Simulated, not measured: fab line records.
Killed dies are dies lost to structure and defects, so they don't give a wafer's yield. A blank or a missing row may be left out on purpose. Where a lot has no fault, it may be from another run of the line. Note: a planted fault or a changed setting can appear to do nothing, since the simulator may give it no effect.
Matching of chambers    flow n5 finfet    N5_STI_FIN_REVEAL_STRIP_24 on rie diel-04: 4 sister chambers
The step strips in N2/H2, time 90 s. 8 wafers are shown with their chamber, then 10 later ones without.

## WAFERS WITH THEIR CHAMBER
wafer   chamber  showerhead plenum p Torr (Torr)  oes product au (a.u.)
L076.5  0        3.32                             0.69
L080.5  0        3.32                             0.68
L081.3  3        3.50                             0.74
L081.4  3        3.49                             0.74
L083.3  2        3.33                             0.71
L083.5  1        3.47                             0.97
L084.3  2        3.33                             0.72
L084.4  1        3.46                             0.97

## WAFERS WHOSE CHAMBER IS MISSING
wafer   showerhead plenum p Torr (Torr)  oes product au (a.u.)
L084.6  3.33                             0.72
L085.3  3.31                             0.68
L085.5  3.33                             0.71
L085.6  3.46                             0.96
L090.1  3.33                             0.71
L090.3  3.31                             0.66
L090.5  3.46                             0.93
L092.1  3.45                             0.92
L092.2  3.32                             0.70
L092.3  3.48                             0.73

## EACH ONE'S CHAMBER
wafer   from the rows above      in truth
L084.6  2                        2
L085.3  0                        0
L085.5  2                        2
L085.6  1                        1
L090.1  2                        2
L090.3  0                        0
L090.5  1                        1
L092.1  1                        1
L092.2  can't be placed: 0 or 2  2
L092.3  3                        3
9 of 10 placed correctly. These rows do not allow placing 1 (true chamber among the candidates in 1). Placed wrongly: 0.
How it was worked out, from the rows above alone: a wafer's distance from a chamber is the root of the sum, over the readings, of the square of ((its reading less the chamber's mean) divided by the reading's scatter). If the next closest chamber is less than 2 further off than the closest, the wafer can't be placed; otherwise it belongs to the closest. For every chamber, the mean is computed from those of its wafers that are shown. The scatter: take each reading less its chamber's mean, square it, sum over the shown wafers, divide by the number of wafers less the number of chambers, and take the root.
